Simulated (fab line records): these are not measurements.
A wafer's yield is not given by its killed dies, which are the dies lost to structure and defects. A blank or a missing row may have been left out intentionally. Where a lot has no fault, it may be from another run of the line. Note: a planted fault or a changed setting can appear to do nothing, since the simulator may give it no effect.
Check of tool commonality / flow nand-harc / Sampled: 4 lots, 10 wafers

## REASON IT WAS OPENED
At NHARC_END_SORT_01 the reading killed-at-array is flagged on 3 of 4 lots. Fault-free wafers read 27, with a standard deviation of 8.8.
Rule: a lot is flagged when every wafer of it that has a number lies more than 4 standard deviations from that mean, or none has a number. The other lots count as sound.

lot=L462; measured=day 20 21:58; on=prober-02; killed-at-array, wafer by wafer=675 671 674; flag=FLAGGED
lot=L463; measured=day 21 03:21; on=prober-02; killed-at-array, wafer by wafer=673 676 674; flag=FLAGGED
lot=L464; measured=day 21 10:14; on=prober-01; killed-at-array, wafer by wafer=676 676 677; flag=FLAGGED
lot=L472; measured=day 22 13:04; on=prober-01; killed-at-array, wafer by wafer=33; flag=
On average the flagged lots' numbers are 675, which is +648 against the usual, or +74 standard deviations.

## TOOL THAT RAN EACH LOT
Before the reading, the record contains 4 process steps out of a 1159-step route. Every cell lists first the tool, next ch and the chambers used by the sampled wafers, and last the start.
lot=L462; flag=FLAGGED; NHARC_A_CONTACT_ETCH_51=rie-diel-11 ch 1,2, day 17 20:10 or earlier; NHARC_A_CONTACT_ETCH_119=har-cap-etch-02 ch 0,1, day 17 20:10; NHARC_A_CONTACT_ETCH_123=har-cap-etch-02 ch 0,1, day 17 20:36; NHARC_A_CONTACT_ETCH_96=rie-diel-13 ch 0,3, day 20 21:58 or earlier
lot=L463; flag=FLAGGED; NHARC_A_CONTACT_ETCH_51=rie-diel-09 ch 0,3, day 18 03:58 or earlier; NHARC_A_CONTACT_ETCH_119=har-cap-etch-01 ch 0,1, day 18 03:58; NHARC_A_CONTACT_ETCH_123=har-cap-etch-01 ch 0,1, day 18 04:22; NHARC_A_CONTACT_ETCH_96=rie-diel-11 ch 0,1, day 21 03:21 or earlier
lot=L464; flag=FLAGGED; NHARC_A_CONTACT_ETCH_51=rie-diel-13 ch 0,2,3, day 18 05:58 or earlier; NHARC_A_CONTACT_ETCH_119=har-cap-etch-02 ch 0,1, day 18 05:58; NHARC_A_CONTACT_ETCH_123=har-cap-etch-02 ch 0,1, day 18 06:20; NHARC_A_CONTACT_ETCH_96=rie-diel-11 ch 0,1,2, day 21 10:14 or earlier
lot=L472; flag=; NHARC_A_CONTACT_ETCH_51=rie-diel-11 ch 0,1,2, day 19 21:50 or earlier; NHARC_A_CONTACT_ETCH_119=har-cap-etch-02 ch 0,1, day 19 21:50; NHARC_A_CONTACT_ETCH_123=har-cap-etch-02 ch 0,1, day 19 22:15; NHARC_A_CONTACT_ETCH_96=rie-diel-11 ch 1,2, day 22 13:04 or earlier
What is done by these steps:
- NHARC_A_CONTACT_ETCH_51: etches the open film in O2/COS, target depth 3600 nm, time 936 s.
- NHARC_A_CONTACT_ETCH_119: etches the open film in C4F8/O2/Ar, time 94 s, target depth 922 nm.
- NHARC_A_CONTACT_ETCH_123: etches the open film in C4F8/O2/Ar, time 253 s, target depth 1090 nm.
- NHARC_A_CONTACT_ETCH_96: etches the open film in C4F6/O2, target depth 20 nm, time 10 s.
- NHARC_END_SORT_01

## FLAGGED OVER TOTAL, TOOL BY TOOL (the gauges that took the reading come last)
step=NHARC_A_CONTACT_ETCH_51; tool=rie-diel-09; lots run=1; flagged=1; share of the flagged lots=some; sound lots run after its first flagged lot=0
step=NHARC_A_CONTACT_ETCH_51; tool=rie-diel-11; lots run=2; flagged=1; share of the flagged lots=some; sound lots run after its first flagged lot=1 (L472)
step=NHARC_A_CONTACT_ETCH_51; tool=rie-diel-13; lots run=1; flagged=1; share of the flagged lots=some; sound lots run after its first flagged lot=0
step=NHARC_A_CONTACT_ETCH_119; tool=har-cap-etch-01; lots run=1; flagged=1; share of the flagged lots=some; sound lots run after its first flagged lot=0
step=NHARC_A_CONTACT_ETCH_119; tool=har-cap-etch-02; lots run=3; flagged=2; share of the flagged lots=some; sound lots run after its first flagged lot=1 (L472)
step=NHARC_A_CONTACT_ETCH_123; tool=har-cap-etch-01; lots run=1; flagged=1; share of the flagged lots=some; sound lots run after its first flagged lot=0
step=NHARC_A_CONTACT_ETCH_123; tool=har-cap-etch-02; lots run=3; flagged=2; share of the flagged lots=some; sound lots run after its first flagged lot=1 (L472)
step=NHARC_A_CONTACT_ETCH_96; tool=rie-diel-11; lots run=3; flagged=2; share of the flagged lots=some; sound lots run after its first flagged lot=1 (L472)
step=NHARC_A_CONTACT_ETCH_96; tool=rie-diel-13; lots run=1; flagged=1; share of the flagged lots=some; sound lots run after its first flagged lot=0
step=NHARC_END_SORT_01; tool=prober-01; lots run=2; flagged=1; share of the flagged lots=some; sound lots run after its first flagged lot=1 (L472)
step=NHARC_END_SORT_01; tool=prober-02; lots run=2; flagged=2; share of the flagged lots=some; sound lots run after its first flagged lot=0
NHARC_A_CONTACT_ETCH_51: start missing for some lots; hours and lot order therefore follow NHARC_A_CONTACT_ETCH_119. NHARC_A_CONTACT_ETCH_96: start missing for some lots; hours and lot order therefore follow NHARC_END_SORT_01.

## WHAT THE TABLE ALLOWS
No row of the table ran every flagged lot.

## WHAT THE SIMULATOR HAD PUT IN
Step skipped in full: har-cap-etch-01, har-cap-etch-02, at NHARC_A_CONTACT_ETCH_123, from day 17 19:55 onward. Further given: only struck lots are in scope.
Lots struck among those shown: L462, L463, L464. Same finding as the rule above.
